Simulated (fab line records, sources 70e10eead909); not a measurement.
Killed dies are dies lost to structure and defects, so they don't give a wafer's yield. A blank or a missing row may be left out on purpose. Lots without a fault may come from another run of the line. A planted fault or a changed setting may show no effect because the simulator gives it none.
Which tool did it? | flow nand_harc | 10 lots, 30 wafers sampled, at 4 steps of a route of 1159

WHAT THE GAUGES READ, wafer by wafer
NHARC_P_M1_INSPECT_11.
lot  | measured     | on                | raw_defect_count
L076 | day 6 13:33  | defect_inspect-01 | 2 5 1
L080 | day 7 12:40  | defect_inspect-01 | 3 2 5
L081 | day 7 22:55  | defect_inspect-02 | 4 1 2
L084 | day 8 07:22  | defect_inspect-01 | 3 4 4
L085 | day 9 05:01  | defect_inspect-01 | 6 3 2
L089 | day 9 15:35  | defect_inspect-01 | 4 6 4
L090 | day 10 07:25 | defect_inspect-01 | 2 5 10
L091 | day 10 12:04 | defect_inspect-01 | 6 6 10
L094 | day 10 22:55 | defect_inspect-01 | 2 2 2
L097 | day 11 16:29 | defect_inspect-02 | 0 4 1

WHICH TOOL RAN EACH LOT (tool, then ch and the chambers of the sampled wafers, then the start)
lot  | NHARC_P_M0_ETCH_34                 | NHARC_P_M0_STRIP_18                | NHARC_P_M0_DEP_32
L076 | rie_diel-07 ch 1,2,3, day 6 09:44  | rie_diel-09 ch 0,1,2, day 6 10:02  | pecvd-04 ch 0,1,2, day 6 12:18
L080 | rie_diel-13 ch 0,1, day 7 08:36    | rie_diel-09 ch 0,2,3, day 7 08:53  | pecvd-04 ch 0,2, day 7 11:13
L081 | rie_diel-07 ch 0,1,2, day 7 18:47  | rie_diel-07 ch 0,1, day 7 19:05    | pecvd-01 ch 0,1,2, day 7 21:42
L084 | rie_diel-07 ch 0,1,2, day 8 03:25  | rie_diel-13 ch 1,2,3, day 8 03:47  | pecvd-01 ch 0,1,2, day 8 06:05
L085 | rie_diel-09 ch 1,2,3, day 9 01:04  | rie_diel-09 ch 0,2,3, day 9 01:21  | pecvd-01 ch 0,2, day 9 03:38
L089 | rie_diel-09 ch 2,3, day 9 11:30    | rie_diel-13 ch 0,2,3, day 9 11:47  | pecvd-01 ch 0,2, day 9 14:11
L090 | rie_diel-07 ch 0,3, day 10 03:30   | rie_diel-09 ch 0,3, day 10 03:47   | pecvd-01 ch 0,1,2, day 10 06:14
L091 | rie_diel-09 ch 0,3, day 10 08:10   | rie_diel-07 ch 1,2,3, day 10 08:29 | pecvd-01 ch 0,1,2, day 10 10:43
L094 | rie_diel-09 ch 1,2,3, day 10 18:43 | rie_diel-13 ch 0,2,3, day 10 19:02 | pecvd-02 ch 0,1,2, day 10 21:41
L097 | rie_diel-09 ch 0,1, day 11 12:30   | rie_diel-09 ch 0,1,2, day 11 12:53 | pecvd-04 ch 0,1, day 11 15:07
- NHARC_P_M0_ETCH_34: etches the open film in N2/H2, target depth 40 nm, overetch 12 nm, time 43.94 s.
- NHARC_P_M0_STRIP_18: strips in N2/H2.
- NHARC_P_M0_DEP_32: deposits SiCN, target thk 30 nm.

THE ANSWER, worked out from the rows above alone
Rule: what is usual is taken from the lots themselves. Put in order of their means at a reading, lots are off if they are a third of the lots or fewer, leave a main group of 4 or more, and stand apart from it by a gap of 3 or more times the standard deviation of the main group's means; of several such gaps the widest counts. A main group whose means are all the same, to the digits that the tables above print for the reading, isn't used. A lot without any number at a reading at which 4 lots or more have one is off too. The other lots that the step has rows for count as sound.
No lot is off at any reading shown: from this, nothing can be told.

WHAT THE SIMULATOR HAD PUT IN
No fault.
